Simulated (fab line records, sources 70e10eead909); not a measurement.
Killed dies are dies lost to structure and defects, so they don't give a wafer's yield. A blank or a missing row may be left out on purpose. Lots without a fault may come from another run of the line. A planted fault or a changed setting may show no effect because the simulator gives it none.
Problem report in the 8D (eight disciplines) form, filled by code | flow nand_harc | the parts of the form that need people (team, actions taken, sign-off) are left out

1. THE PROBLEM
killed_at_array at NHARC_END_SORT_01 reads a mean of 392 on 2 wafers of 2 lots; wafers without a fault read 29 with a standard deviation of 10. That is +36 standard deviations from the usual mean.
First seen on wafer L617.1, day 23 12:43, on prober-01. The record holds 6 wafers of 2 lots with a number at this step. Rule for "out", or "out of limits": more than 4 standard deviations from the usual mean. The other wafers with a number count as sound.

2. WHAT IT IS AND WHAT IT IS NOT
question                    | is                           | is not
which readings at this step | killed_at_array, killed_dies | killed_open, killed_short
which lots                  | L617, L618                   | -
which wafers of those lots  | L617.1, L618.2               | L617.3, L617.5, L618.1, L618.3
read on which gauges        | prober-01, prober-02         | -
when                        | from day 23 12:43            | up to then (1 sound wafer); but 3 sound wafers of L617, L618 came after

3. SUSPECTS, AND WHAT RULES EACH OUT
Counting: a tool at a process step up to the reading stays a suspect if it ran every lot that is out. Sound lots after the first of them don't rule it out here, since some wafers of a struck lot are sound.
- the gauge at NHARC_END_SORT_01: ruled out. The wafers that are out were read on 2 gauges (prober-01, prober-02).
- rie_diel-06 at NHARC_A_STAIRCASE_TRIM_191 (chemistry O2, time 211.2 s): kept. It ran every lot that is out, first L618 (day 14 20:59). Its own readings are out on those wafers: run_length_s.
- rie_diel-06 at NHARC_A_STAIRCASE_ETCH_192 (etches the open film in C4F8/O2, target depth 100 nm, time 40.5 s): kept. It ran every lot that is out, first L618 (day 23 12:39). NHARC_A_STAIRCASE_ETCH_192 gives no start for some lots, so the hours and the order of its lots are those of NHARC_END_SORT_01.
- Within rie_diel-06 at NHARC_A_STAIRCASE_TRIM_191: the wafers that are out ran in chamber 0; their sound lot-mates ran in chambers 1, 2, 3.
- Within rie_diel-06 at NHARC_A_STAIRCASE_ETCH_192: the wafers that are out ran in chamber 0; their sound lot-mates ran in chambers 1, 2, 3.
Left after counting: rie_diel-06 at NHARC_A_STAIRCASE_TRIM_191, rie_diel-06 at NHARC_A_STAIRCASE_ETCH_192.

4. THE CAUSE (what the simulator had put in)
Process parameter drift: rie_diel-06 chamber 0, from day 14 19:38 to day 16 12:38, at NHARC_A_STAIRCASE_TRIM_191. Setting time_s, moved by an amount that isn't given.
Counting left 2 suspects, and this tool is among them.

5. THE CHAIN OF EFFECTS, in route order
Each row: a reading whose mean over the struck wafers that have a number lies more than 3 standard deviations from the usual. Only readings for which the record gives a usual standard deviation are gone through. hours: the time from each lot's start at the first step in this table that gives one to its start at this step, as a median over the lots. sigmas: the change in usual standard deviations.
hours | step                       | reading         | usual   | on struck wafers | change | sigmas
0     | NHARC_A_STAIRCASE_TRIM_191 | run_length_s    | 232.5 s | 307.6            | +75.1  | +99 or more
208   | NHARC_END_SORT_01          | killed_at_array | 29      | 392              | +362   | +36
208   | NHARC_END_SORT_01          | killed_dies     | 33      | 404              | +370   | +34
The process steps in it:
- NHARC_A_STAIRCASE_TRIM_191: chemistry O2, time 211.2 s.

6. WHAT WOULD HAVE CAUGHT IT SOONER
In this record the first reading out of limits at a measuring or inspecting step was taken at day 23 12:43, 209 hours after the fault began at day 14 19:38.
The tool's own readings at NHARC_A_STAIRCASE_TRIM_191 were out on every struck wafer that the step has a row for (run_length_s): an alarm limit on them would have fired on the first of those.
All the lots that are out (2) had begun NHARC_A_STAIRCASE_TRIM_191 on rie_diel-06 by day 23 12:43. A hold on the tool at that time would have spared none of them.
